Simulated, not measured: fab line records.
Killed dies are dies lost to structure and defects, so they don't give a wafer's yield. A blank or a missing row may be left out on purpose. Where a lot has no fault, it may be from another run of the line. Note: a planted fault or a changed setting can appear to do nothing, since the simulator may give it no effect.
Which tool did it? + flow nand_harc + Sampling: 15 lots, 45 wafers, 4 of 1302 route steps

## WHAT EACH GAUGE READ, for each wafer
The record holds no reading of a measuring or inspecting step that can be judged against a usual standard deviation.

## WHAT TOOL EACH LOT RAN ON (gives the tool, then ch and the chambers of the sampled wafers, and finally the start)
| lot  | NHARC_P_CONTACT_CMP_24        | NHARC_P_M0_ANNEAL_30             | NHARC_P_M0_PRE_CLEAN_31         | NHARC_P_M0_DEP_32               |
|------|-------------------------------|----------------------------------|---------------------------------|---------------------------------|
| L253 | cmp-03 ch 0,1,2, day 6 00:05  | rtp_anneal-02 ch 0, day 6 03:09  | pecvd-04 ch 1,2, day 6 04:04    | pecvd-04 ch 1,2, day 6 04:12    |
| L254 | cmp-01 ch 0,1,3, day 6 07:24  | rtp_anneal-02 ch 0, day 6 10:29  | pecvd-04 ch 0,1,2, day 6 11:23  | pecvd-04 ch 0,1,2, day 6 11:29  |
| L255 | cmp-03 ch 0,2,3, day 6 20:20  | rtp_anneal-02 ch 0, day 6 23:37  | pecvd-04 ch 0,2, day 7 00:27    | pecvd-04 ch 0,2, day 7 00:32    |
| L260 | cmp-04 ch 0,1,3, day 8 23:29  | rtp_anneal-02 ch 0, day 9 02:30  | pecvd-04 ch 0,1,2, day 9 03:23  | pecvd-04 ch 0,1,2, day 9 03:28  |
| L261 | cmp-01 ch 1,3, day 9 06:53    | rtp_anneal-02 ch 0, day 9 10:04  | pecvd-04 ch 0,1,2, day 9 10:59  | pecvd-04 ch 0,1,2, day 9 11:05  |
| L262 | cmp-01 ch 0,2,3, day 9 21:56  | rtp_anneal-02 ch 0, day 10 01:05 | pecvd-04 ch 0,2, day 10 01:58   | pecvd-04 ch 0,2, day 10 02:02   |
| L265 | cmp-01 ch 1,2,3, day 10 18:44 | rtp_anneal-01 ch 0, day 10 21:53 | pecvd-04 ch 0,2, day 10 22:47   | pecvd-04 ch 0,2, day 10 22:56   |
| L266 | cmp-01 ch 0,1,2, day 11 07:10 | rtp_anneal-01 ch 0, day 11 10:20 | pecvd-01 ch 0,1,2, day 11 11:10 | pecvd-01 ch 0,1,2, day 11 11:17 |
| L267 | cmp-03 ch 1,2, day 12 08:52   | rtp_anneal-01 ch 0, day 12 12:07 | pecvd-01 ch 1,2, day 12 12:57   | pecvd-01 ch 1,2, day 12 13:02   |
| L268 | cmp-04 ch 0,1,3, day 12 09:25 | rtp_anneal-02 ch 0, day 12 12:45 | pecvd-03 ch 0,2, day 12 13:32   | pecvd-03 ch 0,2, day 12 13:37   |
| L269 | cmp-01 ch 0,1,2, day 12 18:51 | rtp_anneal-02 ch 0, day 12 21:52 | pecvd-01 ch 0,2, day 12 23:28   | pecvd-01 ch 0,2, day 12 23:32   |
| L270 | cmp-03 ch 0,2,3, day 12 21:52 | rtp_anneal-01 ch 0, day 13 00:51 | pecvd-03 ch 1,2, day 13 01:45   | pecvd-03 ch 1,2, day 13 01:50   |
| L271 | cmp-01 ch 1,2, day 13 12:37   | rtp_anneal-02 ch 0, day 13 15:41 | pecvd-01 ch 0,1,2, day 13 16:35 | pecvd-01 ch 0,1,2, day 13 16:41 |
| L272 | cmp-01 ch 1,2, day 14 04:29   | rtp_anneal-01 ch 0, day 14 07:43 | pecvd-03 ch 0,1,2, day 14 08:31 | pecvd-03 ch 0,1,2, day 14 08:40 |
| L276 | cmp-04 ch 2,3, day 15 09:13   | rtp_anneal-01 ch 0, day 15 12:19 | pecvd-04 ch 0,1,2, day 15 13:13 | pecvd-04 ch 0,1,2, day 15 13:19 |
- NHARC_P_CONTACT_CMP_24: polishes, t overpolish 30 s, target thk 200 nm.
- NHARC_P_M0_ANNEAL_30: time 90 s.
- NHARC_P_M0_PRE_CLEAN_31: time 12 s.
- NHARC_P_M0_DEP_32: deposits SiCN, target thk 30 nm.

## AS READ BY THE TOOLS THEMSELVES (means over the sampled wafers that have a number; for cases with no such wafer, the mark the record gives instead)
NHARC_P_CONTACT_CMP_24. Usual: motor_current_A 11.5 A, standard deviation 1; overpolish_run_s 30.000 s, standard deviation 0.0097; time_to_endpoint_s 39.3 s, standard deviation 2.
| lot  | tool   | motor_current_A (A) | overpolish_run_s (s) | time_to_endpoint_s (s) | flag |
|------|--------|---------------------|----------------------|------------------------|------|
| L253 | cmp-03 | 11.8                | 30.002               | 39.5                   |      |
| L254 | cmp-01 | 11.6                | 29.999               | 38.2                   |      |
| L255 | cmp-03 | 12.3                | 29.994               | 40.5                   |      |
| L260 | cmp-04 | 10.7                | 29.998               | 36.8                   |      |
| L261 | cmp-01 | 11.3                | 29.997               | 37.7                   |      |
| L262 | cmp-01 | 11.3                | 29.992               | 39.9                   |      |
| L265 | cmp-01 | 11.4                | 30.002               | 40.8                   |      |
| L266 | cmp-01 | 11.5                | 30.002               | 41.1                   |      |
| L267 | cmp-03 | 10.8                | 30.000               | 40.1                   |      |
| L268 | cmp-04 | 10.8                | 30.016               | 41.2                   |      |
| L269 | cmp-01 | 11.8                | 29.997               | 37.2                   |      |
| L270 | cmp-03 | 12.7                | 30.002               | 36.8                   |      |
| L271 | cmp-01 | 11.3                | 29.990               | 42.1                   |      |
| L272 | cmp-01 | 11.4                | 29.998               | 39.2                   |      |
| L276 | cmp-04 | 11.8                | 30.017               | 39.5                   |      |

NHARC_P_M0_ANNEAL_30. Usual: wafer_temp_C_max at 226.3, with a standard deviation of 0.48.
| lot  | tool          | wafer_temp_C_max | flag |
|------|---------------|------------------|------|
| L253 | rtp_anneal-02 | 226.8            |      |
| L254 | rtp_anneal-02 | 226.9            |      |
| L255 | rtp_anneal-02 | 226.2            |      |
| L260 | rtp_anneal-02 | 226.7            |      |
| L261 | rtp_anneal-02 | 226.6            |      |
| L262 | rtp_anneal-02 | 226.6            |      |
| L265 | rtp_anneal-01 | 226.0            |      |
| L266 | rtp_anneal-01 | 225.9            |      |
| L267 | rtp_anneal-01 | 225.5            |      |
| L268 | rtp_anneal-02 | 226.4            |      |
| L269 | rtp_anneal-02 | 226.7            |      |
| L270 | rtp_anneal-01 | 225.8            |      |
| L271 | rtp_anneal-02 | 226.5            |      |
| L272 | rtp_anneal-01 | 225.8            |      |
| L276 | rtp_anneal-01 | 226.1            |      |

NHARC_P_M0_PRE_CLEAN_31. Usual: heater_power_w at 640 W, with a standard deviation of 89.
| lot  | tool     | heater_power_w (W) | flag |
|------|----------|--------------------|------|
| L253 | pecvd-04 | 705                |      |
| L254 | pecvd-04 | 694                |      |
| L255 | pecvd-04 | 691                |      |
| L260 | pecvd-04 | 673                |      |
| L261 | pecvd-04 | 703                |      |
| L262 | pecvd-04 | 620                |      |
| L265 | pecvd-04 | 696                |      |
| L266 | pecvd-01 | 603                |      |
| L267 | pecvd-01 | 513                |      |
| L268 | pecvd-03 | 592                |      |
| L269 | pecvd-01 | 570                |      |
| L270 | pecvd-03 | 663                |      |
| L271 | pecvd-01 | 586                |      |
| L272 | pecvd-03 | 619                |      |
| L276 | pecvd-04 | 647                |      |

NHARC_P_M0_DEP_32. Usual: chamber_pressure_Torr 3.000 Torr, standard deviation 0.007; heater_power_outer_w 326 W, standard deviation 60; heater_power_w 588 W, standard deviation 98.
| lot  | tool     | chamber_pressure_Torr (Torr) | heater_power_outer_w (W) | heater_power_w (W) | flag |
|------|----------|------------------------------|--------------------------|--------------------|------|
| L253 | pecvd-04 | 2.994                        | 339                      | 621                |      |
| L254 | pecvd-04 | 2.998                        | 352                      | 627                |      |
| L255 | pecvd-04 | 3.006                        | 369                      | 638                |      |
| L260 | pecvd-04 | -                            | -                        | -                  | OFF  |
| L261 | pecvd-04 | -                            | -                        | -                  | OFF  |
| L262 | pecvd-04 | -                            | -                        | -                  | OFF  |
| L265 | pecvd-04 | 3.002                        | 339                      | 597                |      |
| L266 | pecvd-01 | 2.998                        | 312                      | 576                |      |
| L267 | pecvd-01 | 2.999                        | 266                      | 487                |      |
| L268 | pecvd-03 | 3.000                        | 301                      | 562                |      |
| L269 | pecvd-01 | 3.000                        | 309                      | 544                |      |
| L270 | pecvd-03 | 3.000                        | 348                      | 628                |      |
| L271 | pecvd-01 | 3.004                        | 304                      | 560                |      |
| L272 | pecvd-03 | 3.004                        | 290                      | 534                |      |
| L276 | pecvd-04 | 2.996                        | 316                      | 568                |      |

## THE ANSWER, worked out from the rows above alone
Rule: a lot is off if the mean of its wafers that have a number lies more than 3 standard deviations from the usual mean. Also off: a lot with no number at a reading for which 4 or more lots have one. Any other lot the step has rows for is counted as sound. The gauges are gone through in route order, then the tools' own readings, and for those a lot's mean is taken as printed above. At the first step where some lot is off, the reading lying furthest off is the one used; lots without a number count as furthest.
Off, at NHARC_P_M0_DEP_32 on chamber_pressure_Torr: L260, L261, L262. Without a number there: L260, L261, L262.
A tool fits if, at that step or a process step before it, it ran every lot that is off, and no sound lot after the first of them. Not one of the candidates tried fits.

## WHAT THE SIMULATOR PUT IN
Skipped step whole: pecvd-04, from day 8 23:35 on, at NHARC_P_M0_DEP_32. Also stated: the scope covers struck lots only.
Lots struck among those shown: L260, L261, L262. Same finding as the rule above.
